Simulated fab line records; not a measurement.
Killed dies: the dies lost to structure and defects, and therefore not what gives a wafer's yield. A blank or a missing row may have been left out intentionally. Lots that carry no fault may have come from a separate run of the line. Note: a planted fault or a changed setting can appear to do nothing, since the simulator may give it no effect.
A struck lot beside a sound one	flow n5Finfet	15 steps out of a route of 1938
Sound: the wafers L945.1, L945.2, L945.5. Struck: wafer L951.5; the same lot's L951.4 was not struck, so it is left out; see the end for the cause.
For every step that has rows: the tool of each side, followed by ch and its chambers, followed by its first start. Under that, the readings that differ: sound wafers	struck wafers	difference of the means	sigmas: that difference in standard deviations of wafers without a fault.
alike: a reading whose means differ by less than 2 such deviations, as well as words and numbers matching on both sides. not compared: withheld readings; readings where some wafer has no value; bounds like >300 that might hide an equal value; numbers whose values overlap and for which the record gives no deviation.
A row with sigmas, a row that says differs or no value, or rows on one side alone: a step with any of these is where the two part. Non-overlapping numbers with no deviation appear without sigmas and do not part them. A reading that every wafer of one side lacks parts them only if that side has two wafers or more.

first, 3 steps without rows for these wafers: N5_BEOL_M4_SPUTTER_90 (material Cu, target thk 4.5 nm, time 8.29 s); N5_BEOL_M4_ANNEAL_91 (time 240 s); N5_BEOL_M4_SPUTTER_92 (material Cu, target thk 4.5 nm, time 8.29 s).
N5_BEOL_M4_ANNEAL_93: time 240 s.
  struck on pvdSputter-02, day 11 12:14; sound on pvdSputter-01, day 8 05:52
  alike: heaterPowerW
then, 2 steps without rows for these wafers: N5_BEOL_M4_SPUTTER_94 (material Cu, target thk 4.5 nm, time 8.29 s); N5_BEOL_M4_ANNEAL_95 (time 240 s).
N5_BEOL_M4_SPUTTER_96: material Cu, target thk 4.5 nm, time 8.29 s.
  struck on pvdSputter-02, day 11 12:36; sound on pvdSputter-01, day 8 06:13
  alike: throttleValvePct
then, 1 step without rows for these wafers: N5_BEOL_M4_ECD_50 (material Cu, target thk 300 nm).
N5_BEOL_M4_ANNEAL_51: time 90 s.
  sound on rtpAnneal-01 ch 0, day 8 06:25; struck on rtpAnneal-02 ch 0, day 11 12:56
  alike: wafer_temp_C_max
N5_BEOL_M4_CMP_52: polishes, stops on SiOC, t overpolish 6.8 s, target thk 40 nm.
  sound on cmp-03 ch 0,2,3, day 8 06:43; struck on cmp-02 ch 0, day 11 13:12
  alike: barrierFieldEndpointS, edgeZonePressureFrac, motorCurrentA, overpolishRunS, timeToEndpointS
N5_BEOL_M4_THK_MEAS_53: measures by xrf.
  struck on filmMetro-02, day 11 13:23; sound on filmMetro-02, day 8 07:00
  alike: M4_THK
N5_BEOL_M4_PRE_CLEAN_60: time 15 s.
  sound on cvdCo-02 ch 0,1, day 8 07:02; struck on cvdCo-01 ch 1, day 11 13:26
  alike: heaterPowerW
N5_BEOL_M4_CO_CAP_55: material Co, precursor CCTBA/H2, target thk 2 nm, time 102.1 s.
  sound on cvdCo-02 ch 0,1, day 8 07:06; struck on cvdCo-01 ch 1, day 11 13:29
reading	sound	struck	difference	sigmas
runLengthS (s)	125.2 125.0 125.4	168.6	+43.4	+99 or more
model.Co_of_BEOL_M4_CO_CAP_55.thkNm (nm)	2.2 2 1.8	2.8	+0.8	
  alike: heaterPowerW
then, 1 step without rows for these wafers: N5_BEOL_M4_PRE_CLEAN_56 (time 15 s).
N5_BEOL_M4_RC_MEAS_101:
  sound on prober-02 ch 0, day 8 07:22; struck on prober-02 ch 0, day 11 14:10
  alike: DIBL_N, DIBL_P, IOFF_N, IOFF_P, ION_N, ION_P, SS_N, SS_P, VT_N, VT_P

WHERE THEY PART
Only at N5_BEOL_M4_CO_CAP_55, within this record. Later steps at which nothing parts them and some readings are alike: N5_BEOL_M4_RC_MEAS_101.

WHY: the cause the simulator had injected
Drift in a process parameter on cvdCo-01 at N5_BEOL_M4_CO_CAP_55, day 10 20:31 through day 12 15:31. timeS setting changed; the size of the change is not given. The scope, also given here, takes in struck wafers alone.
